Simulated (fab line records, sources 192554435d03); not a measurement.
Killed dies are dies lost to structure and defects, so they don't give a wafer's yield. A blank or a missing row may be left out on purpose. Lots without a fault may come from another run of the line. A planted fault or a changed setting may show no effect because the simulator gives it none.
fab line records | flow n5_finfet
record lots=7 wafers=39
route steps=1938 shown ZERO_LAYER@16 SD_EPI_P@312 MOL_CONTACT_COAG@559 BEOL_M0_SAQP@672 BEOL_M5@1154 BEOL_M8@1386 TV_LITHO@1881
start_h: hours from the record's first day to the start of the lot's first wafer shown | wait_h: hours since the lot's step before | " the same as in the row above | L1.1+2: a row that stands for several wafers | - no value, or no start given | * or withheld: withheld | < > ~ a bound
route shown NAME@n: a module of which the file shows steps, and the number in the route of the first | usual: mean/standard deviation of fault-free wafers | same: alike in all rows | chamber/n: place in a boat | sites: the reading at each site | _std_site: their standard deviation | _edge_site: outer sites' mean less inner sites' | radius_mm: how far each site lies from the wafer's centre | mask NAME#n: copy n | behind: the tool/chamber that last shaped the wafer | hold: why the lot was held/for how many hours/how that ended | device: the transistor (n, p or np) that didn't switch | end of line: the same wafers' tests at the end of the route | a step without rows: its recipe alone | killed: dies lost to structure and defects at the first sort, not the wafer's yield | map: a wafer's dies, x killed, . not, _ none there
set.NAME: the setting as run; set.NAME@STEP: as run at that earlier step | model.NAME: the simulator's own value behind a step, which no gauge read
lots whose settings were changed on purpose; a table a step, a row a wafer
## steps
# step N5_ZERO_LAYER_ETCH_18
# recipe chemistry=HBr/Cl2 target=Si target_depth_a=1200 time_s=40 pressure_mtorr=10 icp_w=800 bias_w=75 HBr_flow_sccm=150 Cl2_flow_sccm=80
# columns lot.wafer tool chamber start_h wait_h set.target_depth_a model.etch.depth_nm model.ZERO_LAYER.feature_depth_nm model.coat_of_ZERO_LAYER_COAT_05.thk_nm
L075.1 rie_si-02 2 18.94 0.0 1665 167.9 167.9 914.5
L075.2 " 1 " " 1200 122.1 122.1 930.4
L075.3 " 3 " " 1200 117.9 117.9 933.2
L075.4 " 0 " " 1200 118.5 118.5 934.1
L075.5 " 1 " " 1665 169.7 169.7 914.9
L075.6 " 0 " " 1665 163.6 163.6 919.8
L078.1 rie_si-02 0 37.00 0.0 1200 118.9 118.9 933
L078.3 " 3 " " 1200 118.6 118.6 931.8
L078.5 " 0 " " 1200 119.1 119.1 928.4
L081.1 rie_si-02 3 54.79 0.0 1200 119 119 935.6
L081.2 " 1 " " 1200 122.6 122.6 932.7
L081.3 " 0 " " 1200 118.9 118.9 932.9
L081.4 " 2 " " 1200 120 120 933.7
L081.5 " 2 " " 1200 118.8 118.8 932.4
L081.6 " 1 " " 1200 123 123 934.3
L084.1 rie_si-02 3 72.91 0.0 1200 117.9 117.9 925
L084.2 " 2 " " 803.2 79.39 79.39 938.9
L084.3 " 0 " " 803.2 78.31 78.31 944
L084.4 " 1 " " 803.2 81.86 81.86 940.3
L084.5 " 0 " " 1200 117.9 117.9 928
L084.6 " 1 " " 1200 120.9 120.9 927.6
L090.1 rie_si-01 3 108.80 0.0 1200 121.7 121.7 931.6
L090.2 " 0 " " 1624 161.9 161.9 916.8
L090.3 " 1 " " 1200 122.1 122.1 931.5
L090.4 " 2 " " 1624 160.8 160.8 916.2
L090.5 " 2 " " 1624 159.7 159.7 918.3
L090.6 " 3 " " 1200 123.1 123.1 929.7
L091.1 rie_si-02 3 114.83 0.0 1007 97.72 97.72 939.4
L091.2 " 1 " " 1200 119.5 119.5 932.1
L091.3 " 0 " " 1200 117.8 117.8 932.1
L091.4 " 2 " " 1007 100.4 100.4 935.6
L091.5 " 1 " " 1200 121.5 121.5 931.8
L091.6 " 0 " " 1007 98.02 98.02 935
L095.1 rie_si-01 2 138.94 0.0 1200 119.3 119.3 930
L095.2 " 1 " " 1200 122.4 122.4 928.7
L095.3 " 0 " " 1849 185.8 185.8 904.4
L095.4 " 3 " " 1200 123.3 123.3 926.7
L095.5 " 3 " " 1849 188.9 188.9 907.9
L095.6 " 2 " " 1849 181.3 181.3 909.4
# step N5_ZERO_LAYER_STRIP_24
# recipe chemistry=O2 power_w=1000 temp_c=250 overash_fraction=0.3 pressure_mtorr=1000 o2_flow_sccm=6750
# usual strip_time_to_endpoint_s=43.85/0.08
# columns lot.wafer tool chamber start_h wait_h set.target_depth_a@ZERO_LAYER_ETCH_18 strip_time_to_endpoint_s
L075.1 plasma_asher-02 1 19.05 0.1 1665 43.39
L075.2 " 0 " " 1200 43.85
L075.3 " 0 " " 1200 43.92
L075.4 " 1 " " 1200 43.97
L075.5 " 1 " " 1665 43.38
L075.6 " 0 " " 1665 43.52
L078.1 plasma_asher-01 0 37.10 0.1 1200 43.94
L078.3 " 0 " " 1200 43.89
L078.5 " 0 " " 1200 43.79
L081.1 plasma_asher-02 1 54.89 0.1 1200 44.01
L081.2 " 0 " " 1200 43.91
L081.3 " 1 " " 1200 43.94
L081.4 " 0 " " 1200 43.94
L081.5 " 0 " " 1200 43.91
L081.6 " 1 " " 1200 43.96
L084.1 plasma_asher-02 0 73.02 0.1 1200 43.70
L084.2 " 1 " " 803.2 44.11
L084.3 " 0 " " 803.2 44.25
L084.4 " 1 " " 803.2 44.15
L084.5 " 0 " " 1200 43.77
L084.6 " 1 " " 1200 43.76
L090.1 plasma_asher-01 1 108.90 0.1 1200 43.89
L090.2 " 0 " " 1624 43.43
L090.3 " 1 " " 1200 43.87
L090.4 " 0 " " 1624 43.43
L090.5 " 0 " " 1624 43.48
L090.6 " 1 " " 1200 43.82
L091.1 plasma_asher-01 0 114.98 0.1 1007 44.12
L091.2 " 1 " " 1200 43.90
L091.3 " 0 " " 1200 43.91
L091.4 " 1 " " 1007 44.01
L091.5 " 0 " " 1200 43.88
L091.6 " 1 " " 1007 43.98
L095.1 plasma_asher-02 0 139.04 0.1 1200 43.83
L095.2 " 1 " " 1200 43.80
L095.3 " 1 " " 1849 43.08
L095.4 " 0 " " 1200 43.74
L095.5 " 1 " " 1849 43.17
L095.6 " 0 " " 1849 43.21
# step N5_SD_EPI_P_ETCH_16
# recipe chemistry=CHF3/O2 target=SiO2 target_depth_a=50 mask_material=SOC pressure_mtorr=30 source_w=650 bias_w=170 Ar_flow_sccm=200 CHF3_flow_sccm=50 O2_flow_sccm=5 ion_energy_ev=200
# columns lot.wafer tool chamber start_h wait_h set.target_depth_a model.etch.depth_nm
L075.1 rie_diel-03 0 61.16 0.1 50 5.077
L075.2 " 3 " " 61.1 6.001
L075.3 " 1 " " 50 4.948
L075.4 " 2 " " 61.1 6.023
L075.5 " 0 " " 61.1 6.265
L075.6 " 1 " " 50 4.962
L078.1 rie_diel-05 2 79.27 0.1 50 5.216
L078.3 " 0 " " 50 5.048
L078.5 " 2 " " 50 5.199
L081.1 rie_diel-03 1 96.86 0.1 50 4.895
L081.2 " 3 " " 31.65 3.105
L081.3 " 0 " " 50 5.019
L081.4 " 2 " " 50 4.834
L081.5 " 1 " " 31.65 3.119
L081.6 " 0 " " 31.65 3.209
L084.1 rie_diel-03 2 115.00 0.1 73.44 7.161
L084.2 " 0 " " 73.44 7.411
L084.3 " 3 " " 50 4.924
L084.4 " 0 " " 73.44 7.45
L084.5 " 2 " " 50 4.893
L084.6 " 3 " " 50 4.943
L090.1 rie_diel-06 1 150.62 0.1 50 5.079
L090.2 " 0 " " 50 4.96
L090.3 " 2 " " 50 5.135
L090.4 " 3 " " 50 4.97
L090.5 " 0 " " 50 4.939
L090.6 " 3 " " 50 4.942
L095.1 rie_diel-06 1 181.09 0.1 50 5.007
L095.2 " 3 " " 60.39 5.904
L095.3 " 0 " " 50 4.921
L095.4 " 2 " " 60.39 6.05
L095.5 " 3 " " 60.39 5.89
L095.6 " 0 " " 50 4.887
L091.1 rie_diel-05 2 195.47 0.1 21.61 2.187
L091.2 " 0 " " 21.61 2.169
L091.3 " 3 " " 50 5.118
L091.4 " 2 " " 21.61 2.189
L091.5 " 3 " " 50 5.11
L091.6 " 0 " " 50 5.005
# step N5_MOL_CONTACT_COAG_ALD_27
# recipe material=SiOC target_thk_a=170 temp_c=400 ald_precursor_family=carbosiloxane ald_co_reactant=H2-plasma pulse_time_s=1.5 time_s=2720 purge_time_s=2 co_reactant_purge_time_s=2 ald_cycles=340 pressure_torr=2
# columns lot.wafer tool chamber start_h wait_h set.time_s model.SiOC_of_MOL_CONTACT_COAG_ALD_27.thk_nm
L075.1+2+4+5+6 ald_sin-04 2,1,0,2,3 104.53 0.0 2720 17
L075.3 " 3 " " 2720 17.2
L078.1+5 ald_sin-04 3 117.82 0.1 2720 16.8
L078.3 " 2 " " 2720 17
L081.1+5 ald_sin-03 2,3 138.79 0.0 3707 17
L081.2 " 0 " " 3707 16.8
L081.3+4+6 " 1,3,0 " " 2720 17
L084.1+3+5 ald_sin-01 0,2,2 158.28 0.0 3807 17
L084.2+6 " 3 " " 2720 17
L084.4 " 1 " " 2720 16.8
L090.1+3+4+5+6 ald_sin-03 2,3,0,3,2 195.67 0.0 2720 17
L090.2 " 1 " " 2720 17.2
L095.1+5+6 ald_sin-01 1,2,1 219.34 0.0 2720 17
L095.2+3+4 " 0,2,3 " " 1510 9.4
L091.1+2+3 ald_sin-01 3,1,0 234.71 0.9 2720 17
L091.4+5+6 " 2,0,1 " " 1804 11.2
# step N5_BEOL_M0_SAQP_ETCH_106
# recipe chemistry=N2/H2 target=SOC target_depth_a=1500 stop_on=SiNx ion_energy_ev=100 bias_w=61 pressure_mtorr=30 source_w=850 n2_flow_sccm=200 h2_flow_sccm=200
# columns lot.wafer tool chamber start_h wait_h set.target_depth_a model.SOC_of_BEOL_M0_SAQP_COAT_105.thk_nm
L075.1 rie_diel-05 3 119.49 - 1079 47
L075.2 " 0 " " 1500 24.2
L075.3 " 2 " " 1079 42.8
L075.4 " 1 " " 1079 45.2
L075.5 " 3 " " 1500 27.6
L075.6 " 0 " " 1500 24.8
L078.1 rie_diel-03 2 132.21 - 1500 27
L078.3 " 1 " " 1500 25.8
L078.5 " 3 " " 1500 26
L081.1+2+3 rie_diel-06 3,1,0 154.74 - 2270 0
L081.4 " 2 " " 1500 22.2
L081.5 " 2 " " 1500 22
L081.6 " 3 " " 1500 27
L084.1 rie_diel-05 1 172.57 - 1500 23.6
L084.2 " 2 " " 1826 4.2
L084.3 " 0 " " 1500 24
L084.4 " 1 " " 1826 7.4
L084.5 " 2 " " 1826 3
L084.6 " 0 " " 1500 23.4
L090.1 rie_diel-06 3 209.99 - 1078 48.2
L090.2 " 1 " " 1500 24.6
L090.3 " 2 " " 1500 22.2
L090.4 " 1 " " 1078 46
L090.5 " 3 " " 1078 47.8
L090.6 " 2 " " 1500 22.6
L095.1 rie_diel-06 0 233.40 - 1885 5.4
L095.2 " 3 " " 1500 27.2
L095.3 " 1 " " 1885 6
L095.4 " 2 " " 1885 0
L095.5 " 0 " " 1500 24.8
L095.6 " 3 " " 1500 27.4
L091.1 rie_diel-06 1 252.00 - 1269 36
L091.2 " 3 " " 1500 26.8
L091.3 " 0 " " 1269 36.6
L091.4 " 2 " " 1500 19.6
L091.5 " 0 " " 1500 23.8
L091.6 " 3 " " 1269 37.4
# step N5_BEOL_M5_ETCH_68
# recipe chemistry=N2/H2 target=SOC target_depth_a=800 overetch_a=160 mask_material=SiARC temp_c=40 time_s=120 ion_energy_ev=200 pressure_mtorr=30 source_w=840 bias_w=150 n2_flow_sccm=200 h2_flow_sccm=200
# columns lot.wafer tool chamber start_h wait_h set.time_s model.etch.depth_nm model.SiARC_of_BEOL_M5_COAT_66.thk_nm model.BEOL_M5.cd_nm
L075.1 rie_diel-05 0 183.65 0.0 183.4 60.09 3.4 29.2
L075.2 " 2 " " 183.4 60.13 3 29.4
L075.3 " 1 " " 120 59.97 6.4 28
L075.4 " 1 " " 183.4 60.14 3.4 29.6
L075.5 " 0 " " 120 60.07 6.2 28.2
L075.6 " 2 " " 120 60.17 6.2 27.8
L078.1 rie_diel-05 2 204.37 0.0 120 60.14 6 28.2
L078.3 " 1 " " 120 59.88 6.4 27.6
L078.5 " 2 " " 120 60.15 6.2 28.2
L081.1 rie_diel-05 3 219.33 0.0 120 59.96 6.2 27.2
L081.2 " 1 " " 120 59.86 6.4 27.8
L081.3 " 2 " " 120 59.96 6 27.8
L081.4 " 0 " " 120 59.87 6.4 27.8
L081.5 " 2 " " 120 59.71 6 28
L081.6 " 1 " " 120 59.83 6.4 28
L084.1 rie_diel-03 1 240.80 0.0 62.78 48.97 9.2 26.2
L084.2 " 3 " " 120 59.74 6.6 27.4
L084.3 " 0 " " 120 59.87 6.4 27.2
L084.4 " 2 " " 120 59.84 6.8 27.6
L084.5 " 0 " " 62.78 50.25 9 26.2
L084.6 " 1 " " 62.78 48.95 9.2 26.2
L090.1 rie_diel-06 1 280.14 0.0 187.1 59.77 3.2 29.6
L090.2 " 3 " " 120 59.77 6.4 28.2
L090.3 " 2 " " 120 59.75 6 28.4
L090.4 " 0 " " 120 59.79 6.2 27.6
L090.5 " 1 " " 187.1 59.49 3.2 29.6
L090.6 " 0 " " 187.1 59.84 3 29
L095.1 rie_diel-03 0 307.89 0.0 152.2 59.77 5 28.2
L095.2 " 3 " " 152.2 59.78 5.2 28.6
L095.3 " 1 " " 120 59.83 6.6 28.4
L095.4 " 0 " " 120 59.95 6.4 28
L095.5 " 3 " " 120 59.85 6.6 27.8
L095.6 " 1 " " 152.2 59.84 5 29
L091.1 rie_diel-03 0 326.73 0.0 120 59.82 6.4 27
L091.2 " 2 " " 120 60.01 6.4 27.4
L091.3 " 1 " " 53.4 41.38 9.6 26
L091.4 " 3 " " 53.4 41.35 9.6 26.4
L091.5 " 2 " " 120 59.95 6.4 27.4
L091.6 " 1 " " 53.4 41.6 9.6 26.4
# step N5_BEOL_M8_CURE_75
# recipe temp_c=370 time_s=120 ambient=DMADMS/He material=SiCOH_lowk
# usual lamp_power_pct=52.32/0.052
# columns lot.wafer tool chamber start_h wait_h set.time_s lamp_power_pct
L075.1 uv_cure-03 2 215.50 0.2 175.1 50.05
L075.2 " 2 " " 120 52.37
L075.3 " 2 " " 120 52.38
L075.4 " 2 " " 175.1 50.01
L075.5 " 2 " " 120 52.31
L075.6 " 2 " " 175.1 50.04
L078.1 uv_cure-03 2 234.68 0.0 120 52.36
L078.3 " 2 " " 120 52.30
L078.5 " 2 " " 120 52.19
L081.1 uv_cure-03 2 250.42 0.0 120 52.37
L081.2 " 2 " " 120 52.21
L081.3 " 2 " " 120 52.33
L081.4 " 2 " " 120 52.29
L081.5 " 2 " " 120 52.38
L081.6 " 2 " " 120 52.27
L084.1 uv_cure-03 0 269.06 0.3 120 52.18
L084.2 " 0 " " 160.4 50.54
L084.3 " 0 " " 160.4 50.57
L084.4 " 0 " " 120 52.31
L084.5 " 0 " " 160.4 50.59
L084.6 " 0 " " 120 52.30
L090.1 uv_cure-01 2 312.79 0.3 158.8 50.68
L090.2 " 2 " " 120 52.28
L090.3 " 2 " " 158.8 50.74
L090.4 " 2 " " 120 52.27
L090.5 " 2 " " 158.8 50.65
L090.6 " 2 " " 120 52.31
L095.1 uv_cure-03 2 341.42 0.0 69.85 52.35
L095.2 " 2 " " 120 52.41
L095.3 " 2 " " 69.85 52.29
L095.4 " 2 " " 120 52.26
L095.5 " 2 " " 120 52.30
L095.6 " 2 " " 69.85 52.34
L091.1 uv_cure-03 0 357.23 0.0 50.66 52.26
L091.2 " 0 " " 120 52.37
L091.3 " 0 " " 120 52.32
L091.4 " 0 " " 50.66 52.38
L091.5 " 0 " " 120 52.32
L091.6 " 0 " " 50.66 52.35
# step N5_PASSIVATION_DEVELOP_09
# recipe develop_time_s=60 rinse_liquid=diw dry=air_spin dev_temp_c=21
# columns lot.wafer tool chamber start_h wait_h set.develop_time_s
L075.1+2+3 litho_track-02 0 - - 80.13
L075.4+5+6 " 0 " " 60
L078.1+3+5 litho_track-01 0 - - 60
L084.1+2+3+4+5+6 litho_track-03 0 - - 60
L081.1+2+4 litho_track-03 0 - - 90.83
L081.3+5+6 " 0 " " 60
L090.1+2+3 litho_track-03 0 - - 49.55
L090.4+5+6 " 0 " " 60
L095.1+2+6 litho_track-02 0 - - 39.32
L095.3+4+5 " 0 " " 60
L091.1+4+5 litho_track-03 0 - - 60
L091.2+3+6 " 0 " " 88.43
# step N5_PASSIVATION_HARDBAKE_11
# recipe temp_c=130 time_s=120
# step N5_PASSIVATION_CD_MEAS_10
# recipe target_cd_nm=3000 landing_energy_ev=500 detector=se_inlens
# usual cd_nm=3001.4/2.3
# columns lot.wafer tool chamber start_h wait_h set.develop_time_s@PASSIVATION_DEVELOP_09 cd_nm
L075.1 cd_sem-03 0 277.03 - 80.13 3009.1
L075.2 " 0 " " 80.13 3008.6
L075.3 " 0 " " 80.13 3005.6
L075.4 " 0 " " 60 3005.7
L075.5 " 0 " " 60 3001.3
L075.6 " 0 " " 60 3001.3
L078.1 cd_sem-02 0 294.51 - 60 2998.9
L078.3 " 0 " " 60 3001.0
L078.5 " 0 " " 60 3000.0
L084.1 cd_sem-01 0 326.63 - 60 3000.5
L084.2 " 0 " " 60 3002.5
L084.3 " 0 " " 60 2999.6
L084.4 " 0 " " 60 3001.3
L084.5 " 0 " " 60 3005.9
L084.6 " 0 " " 60 3002.9
L081.1 cd_sem-01 0 355.63 - 90.83 3011.1
L081.2 " 0 " " 90.83 3014.3
L081.3 " 0 " " 60 3001.8
L081.4 " 0 " " 90.83 3011.3
L081.5 " 0 " " 60 3002.1
L081.6 " 0 " " 60 3002.9
L090.1 cd_sem-02 0 372.57 - 49.55 2996.3
L090.2 " 0 " " 49.55 3000.1
L090.3 " 0 " " 49.55 2997.9
L090.4 " 0 " " 60 3000.5
L090.5 " 0 " " 60 3005.2
L090.6 " 0 " " 60 3000.2
L095.1 cd_sem-01 0 394.00 - 39.32 2992.9
L095.2 " 0 " " 39.32 2991.9
L095.3 " 0 " " 60 3005.9
L095.4 " 0 " " 60 3001.5
L095.5 " 0 " " 60 3004.6
L095.6 " 0 " " 39.32 2990.6
L091.1 cd_sem-03 0 418.33 - 60 3002.3
L091.2 " 0 " " 88.43 3011.9
L091.3 " 0 " " 88.43 3010.0
L091.4 " 0 " " 60 3002.8
L091.5 " 0 " " 60 2999.5
L091.6 " 0 " " 88.43 3009.2
## key
split step=N5_ZERO_LAYER_ETCH_18 setting=target_depth_a stated=1200 by=wafer
response step=N5_ZERO_LAYER_ETCH_18 reading=model.etch.depth_nm change=+1.18 per=1% r=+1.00
response step=N5_ZERO_LAYER_ETCH_18 reading=model.ZERO_LAYER.feature_depth_nm change=+1.18 per=1% r=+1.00
response step=N5_ZERO_LAYER_ETCH_18 reading=model.coat_of_ZERO_LAYER_COAT_05.thk_nm change=-0.4 per=1% r=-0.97
response step=N5_ZERO_LAYER_STRIP_24 reading=strip_time_to_endpoint_s change=* per=1% r=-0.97
split step=N5_SD_EPI_P_ETCH_16 setting=target_depth_a stated=50 by=wafer
response step=N5_SD_EPI_P_ETCH_16 reading=model.etch.depth_nm change=+0.0505 per=1% r=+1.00
split step=N5_MOL_CONTACT_COAG_ALD_27 setting=time_s stated=2720 by=wafer
response step=N5_MOL_CONTACT_COAG_ALD_27 reading=model.SiOC_of_MOL_CONTACT_COAG_ALD_27.thk_nm shape=bent at_lowest=9.4 at_stated=16.99 at_highest=17
split step=N5_BEOL_M0_SAQP_ETCH_106 setting=target_depth_a stated=1500 by=wafer
response step=N5_BEOL_M0_SAQP_ETCH_106 reading=model.SOC_of_BEOL_M0_SAQP_COAT_105.thk_nm change=-0.652 per=1% r=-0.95
split step=N5_BEOL_M5_ETCH_68 setting=time_s stated=120 by=wafer
response step=N5_BEOL_M5_ETCH_68 reading=model.etch.depth_nm shape=bent at_lowest=41.45 at_stated=59.91 at_highest=59.7
response step=N5_BEOL_M5_ETCH_68 reading=model.SiARC_of_BEOL_M5_COAT_66.thk_nm change=-0.0557 per=1% r=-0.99
response step=N5_BEOL_M5_ETCH_68 reading=model.BEOL_M5.cd_nm change=+0.023 per=1% r=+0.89
split step=N5_BEOL_M8_CURE_75 setting=time_s stated=120 by=wafer
response step=N5_BEOL_M8_CURE_75 reading=lamp_power_pct shape=bent at_lowest=* at_stated=* at_highest=*
split step=N5_PASSIVATION_DEVELOP_09 setting=develop_time_s stated=60 by=wafer
response step=N5_PASSIVATION_CD_MEAS_10 reading=cd_nm change=+0.212 per=1% r=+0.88
